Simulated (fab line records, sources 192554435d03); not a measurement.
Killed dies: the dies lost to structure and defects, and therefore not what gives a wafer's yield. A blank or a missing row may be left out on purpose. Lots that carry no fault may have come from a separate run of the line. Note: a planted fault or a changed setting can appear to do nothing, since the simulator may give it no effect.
Lot-split experiment + flow n5Finfet + on a route of 1938 steps: 7 lots, 21 wafers read

SPLIT DETAILS
At N5_BEOL_M9_ETCH_61 (etches SiARC in CF4, target depth 39 nm, time 65 s), the setting sourceW was moved away from the recipe's 545 W on 9 of the 21 wafers read, by -17.9% to +14.0%. The other wafers ran this setting at the recipe's value.

Reading taken at the split's own step.

THE READING
rfVppV, in V, at N5_BEOL_M9_ETCH_61 (etches SiARC in CF4, target depth 39 nm, time 65 s). Fault-free wafers of this fab line usually give 184.2 V, standard deviation 1.1 V.

| wafer  | tool, chamber at the split | sourceW as run, W | against the recipe | rfVppV, V | against lot-mates on the recipe |
|--------|----------------------------|-------------------|--------------------|-----------|---------------------------------|
| L078.1 | rieDiel-05, 2              | 545               | recipe             | 183.2     | -                               |
| L078.2 | rieDiel-05, 3              | 621.4             | +14.0%             | 174.7     | -8.9                            |
| L078.6 | rieDiel-05, 2              | 545               | recipe             | 183.9     | -                               |
| L079.1 | rieDiel-04, 2              | 545               | recipe             | 183.7     | -                               |
| L079.3 | rieDiel-04, 3              | 545               | recipe             | 183.0     | -                               |
| L079.5 | rieDiel-04, 3              | 447.7             | -17.9%             | 197.8     | +14.5                           |
| L080.2 | rieDiel-04, 3              | 545               | recipe             | 183.7     | -                               |
| L080.3 | rieDiel-04, 0              | 604               | +10.8%             | 177.3     | -6.4                            |
| L080.4 | rieDiel-04, 2              | 604               | +10.8%             | 179.2     | -4.5                            |
| L082.2 | rieDiel-05, 3              | 545               | recipe             | 182.9     | -                               |
| L082.5 | rieDiel-05, 0              | 476.5             | -12.6%             | 193.4     | +10.5                           |
| L082.6 | rieDiel-05, 3              | 476.5             | -12.6%             | 191.4     | +8.5                            |
| L084.4 | rieDiel-04, 2              | 503.3             | -7.7%              | 190.1     | +6.8                            |
| L084.5 | rieDiel-04, 0              | 545               | recipe             | 184.0     | -                               |
| L084.6 | rieDiel-04, 3              | 545               | recipe             | 182.7     | -                               |
| L093.1 | rieDiel-05, 0              | 488.7             | -10.3%             | 192.8     | +10.4                           |
| L093.3 | rieDiel-05, 3              | 545               | recipe             | 182.4     | -                               |
| L093.4 | rieDiel-05, 1              | 488.7             | -10.3%             | 191.3     | +8.9                            |
| L097.1 | rieDiel-02, 1              | 545               | recipe             | 183.3     | -                               |
| L097.3 | rieDiel-02, 3              | 545               | recipe             | 185.3     | -                               |
| L097.6 | rieDiel-02, 1              | 545               | recipe             | 183.3     | -                               |

FIT RESULTS
A straight line over all 21 wafers: rfVppV changes by -0.691 V for each +1% of sourceW; r = -0.98; the points scatter about the line by 1.2 V.
The same after taking each lot's own level away (the mean of its wafers on the recipe; 21 wafers): -0.722 V for each +1%; r = -0.98; scatter 1.2 V.
The reading moves by 13 V for the largest change in sourceW, on that fit.
From 182.40 to 183.97 V: that is the span of the lots' own levels, equal to 1.4 times the standard deviation above.
So the lot-to-lot level changes the slope little: the two slopes agree.
Check: +13.3 V against its lot-mates is what the line predicts for one of the wafers moved furthest among these (-17.9%) when that wafer is left out of the fit. Against them it came out at +14.5 V.
Tool readings at the split's step, against how far the setting was moved: etchRfOnTimeS r = -0.97; rfVppV r = -0.98.

THE OTHER SPLITS THESE WAFERS WENT THROUGH
Other splits were also applied to these wafers ahead of the reading. Each is held against what the fit with the lots' levels taken away leaves over:
| other split on the same wafers  | wafers away from the commonest value | r with rfVppV (lot level and that fit taken away) |
|---------------------------------|--------------------------------------|---------------------------------------------------|
| N5_BEOL_M8_TRENCH_ETCH_37 timeS | 4                                    | -0.43                                             |
| N5_BEOL_M8_CURE_75 timeS        | 5                                    | -0.24                                             |
| N5_BEOL_M9_COAT_05 spinRpm      | 9                                    | +0.00                                             |

THE WHOLE CHAIN: every reading that the file lists as answering this split, in the file's order
| step               | what it does                                       | reading       | change (the file's fit)              | r (the file's) |
|--------------------|----------------------------------------------------|---------------|--------------------------------------|----------------|
| N5_BEOL_M9_ETCH_61 | etches SiARC in CF4, target depth 39 nm, time 65 s | etchRfOnTimeS | withheld for each +1% of the setting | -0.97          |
| N5_BEOL_M9_ETCH_61 | etches SiARC in CF4, target depth 39 nm, time 65 s | rfVppV        | -0.744 V for each +1% of the setting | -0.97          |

THE FILE'S OWN FIT
rfVppV changes by -0.744 V for each +1% of sourceW, r = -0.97.
